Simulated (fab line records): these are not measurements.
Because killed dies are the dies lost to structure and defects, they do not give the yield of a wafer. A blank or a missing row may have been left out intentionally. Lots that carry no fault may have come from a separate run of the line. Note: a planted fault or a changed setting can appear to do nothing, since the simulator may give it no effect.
A single fault, viewed from 2 desks ; flow n5_finfet ; every desk sees just its own numbers, and what lay behind them comes last

== TOOL OWNER'S DESK, arfi_scanner-02 ==
The tool's own readings at N5_SDB_EXPOSE_08 (exposes mask SDB): means of the sampled wafers that have a number, for each lot that ran on this tool. Marked OUT: a lot whose mean sits more than 4 standard deviations from the usual mean, which makes it out of limits; the brackets give that distance.
Columns: A = reticle_temp_C at N5_SDB_EXPOSE_08, usual 23.03 C
lot;first seen here;A
L497;day 4 12:01;23.06
L506;day 6 18:07;22.98
L511;day 8 00:07;22.97
L514;day 8 17:43;23.08
Result from this desk: across the 4 lots, nothing is out of limits.

== METROLOGY DESK ==
What the gauges read, lot by lot, whatever tool the lot ran on: means of the sampled wafers that have a number. Marked OUT: a lot whose mean sits more than 4 standard deviations from the usual mean, which makes it out of limits; the brackets give that distance. Of its 12 readings 7 are shown: the one that was out of limits first, and those that lie furthest out on some lot.
Columns: A = SDB_OVL at N5_SDB_OVL_MEAS_12, usual 0.3 nm; B = DIBL_N at N5_BEOL_M4_RC_MEAS_101, usual 36.5 mV/V; C = IOFF_N at N5_BEOL_M4_RC_MEAS_101, usual 0.160 nA/um; D = IOFF_P at N5_BEOL_M4_RC_MEAS_101, usual 0.217 nA/um; E = ION_N at N5_BEOL_M4_RC_MEAS_101, usual 674 uA/um; F = SS_P at N5_BEOL_M4_RC_MEAS_101, usual 73.4 mV/dec; G = VT_N at N5_BEOL_M4_RC_MEAS_101, usual 250.0 mV
lot;first seen here;A;B;C;D;E;F;G
L496;day 4 09:13;1.0;36.4;0.168;0.206;679;73.4;249.8
L497;day 4 11:37;0.6;34.5;0.147;0.214;678;73.2;250.4
L498;day 4 19:25;-0.2;36.7;0.176;0.250;682;73.2;246.6
L506;day 6 17:43;0.8;36.5;0.149;0.220;674;72.8;250.2
L511;day 7 23:51;12.5 (+16) OUT;35.7;0.122;0.179;661;72.9;254.0
L513;day 8 11:11;-0.1;36.1;0.153;0.212;671;73.3;252.0
L514;day 8 17:19;12.0 (+16) OUT;35.4;0.136;0.192;669;72.3;253.0
L516;day 9 04:37;0.4;36.2;0.169;0.215;680;73.8;249.5
L517;day 9 12:45;1.2;36.7;0.169;0.218;680;73.6;248.0
Finding of this desk: L511, L514 out of limits, first seen on L511 at day 8 00:16 (SDB_OVL at N5_SDB_OVL_MEAS_12). In limits: L496, L497, L498, L506, L513, L516, L517.

== PUT TOGETHER ==
At day 8 00:16 the metrology desk could have sounded an alarm, on L511, L514.
The tool owner's desk saw nothing out of limits.
On record at the tool owner's desk: L511, L514, within its limits.
The lots listed all ran N5_SDB_EXPOSE_08 on arfi_scanner-02.

== WHAT WAS PUT IN BY THE SIMULATOR ==
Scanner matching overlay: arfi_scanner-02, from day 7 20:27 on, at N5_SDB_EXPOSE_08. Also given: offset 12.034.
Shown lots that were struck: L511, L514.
Hours from the fault's start to each desk's first reading out of limits: the metrology desk, 4.
